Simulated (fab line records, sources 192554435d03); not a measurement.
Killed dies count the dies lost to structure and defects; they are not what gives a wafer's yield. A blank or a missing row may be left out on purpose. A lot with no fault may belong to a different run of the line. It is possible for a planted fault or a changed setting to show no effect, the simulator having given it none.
Matching of chambers    flow n5-finfet    4 sister chambers for N5_BEOL_M0_ALD_136 on ald-metal-04
The step deposits TaN, pulse time 2 s, purge time 3 s, co reactant purge time 2 s. 4 wafers are shown with their chamber, then 10 later ones without.

== EACH WAFER AND ITS CHAMBER ==
wafer   chamber  heater-power-w (W)
L077.2  0        490
L082.6  1        381
L085.1  3        373
L085.3  2        415

== WAFERS MISSING THEIR CHAMBER ==
wafer   heater-power-w (W)
L085.4  498
L086.2  486
L086.4  421
L086.5  359
L093.1  414
L093.2  491
L093.6  373
L097.2  385
L097.3  413
L097.5  367

== EACH ONE'S CHAMBER ==
wafer   from the rows above      in truth
L085.4  0                        0
L086.2  0                        0
L086.4  2                        2
L086.5  can't be placed: 3 or 1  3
L093.1  2                        2
L093.2  0                        0
L093.6  can't be placed: 3 or 1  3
L097.2  can't be placed: 1 or 3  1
L097.3  2                        2
L097.5  can't be placed: 3 or 1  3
6 of 10 placed correctly. Not placeable from these rows: 4 (in 4, the candidates include the true chamber). Placed wrongly: 0.
How it was worked out, from the rows above alone: a wafer's distance from a chamber is the root of the sum, over the readings, of the square of ((its reading less the chamber's mean) divided by the reading's scatter). If the next closest chamber is less than 2 further off than the closest, the wafer can't be placed; otherwise it belongs to the closest. A chamber's mean is the mean of its shown wafers. The scatter (one wafer shown for each chamber): square how far every hidden wafer sits from the nearest shown wafer, average those squares and take the square root.
